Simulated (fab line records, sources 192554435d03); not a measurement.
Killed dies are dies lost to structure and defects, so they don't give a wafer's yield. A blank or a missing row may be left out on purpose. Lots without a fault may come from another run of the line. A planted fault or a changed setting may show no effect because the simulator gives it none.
Chamber matching | flow n5_finfet | N5_BEOL_M8_STRIP_19 on rie_diel-06: 4 sister chambers
The step strips in O2. 4 wafers are shown with their chamber, then 8 later ones without.

WAFERS WITH THEIR CHAMBER
wafer  | chamber | drypump_motor_current_A (A)
L086.5 | 1       | 5.45
L092.2 | 0       | 5.81
L092.5 | 2       | 6.25
L093.1 | 3       | 5.21

WAFERS WITHOUT THEIR CHAMBER
wafer  | drypump_motor_current_A (A)
L093.2 | 6.25
L093.5 | 6.27
L096.1 | 6.26
L096.2 | 5.81
L096.3 | 5.41
L096.4 | 5.18
L096.5 | 6.28
L096.6 | 5.20

WHICH CHAMBER EACH WENT THROUGH
wafer  | from the rows above | in truth
L093.2 | 2                   | 2
L093.5 | 2                   | 2
L096.1 | 2                   | 2
L096.2 | 0                   | 0
L096.3 | 1                   | 1
L096.4 | 3                   | 3
L096.5 | 2                   | 2
L096.6 | 3                   | 3
Placed correctly: 8 of 8. Can't be placed from these rows: 0. Placed wrongly: 0.
How it was worked out, from the rows above alone: a wafer's distance from a chamber is the root of the sum, over the readings, of the square of ((its reading less the chamber's mean) divided by the reading's scatter). The wafer belongs to the nearest chamber; if the next one is less than 2 further off, it can't be placed. A chamber's mean is the mean of its shown wafers. The scatter: with one shown wafer a chamber, the root of the mean of the squares of how far each hidden wafer lies from its nearest shown one.
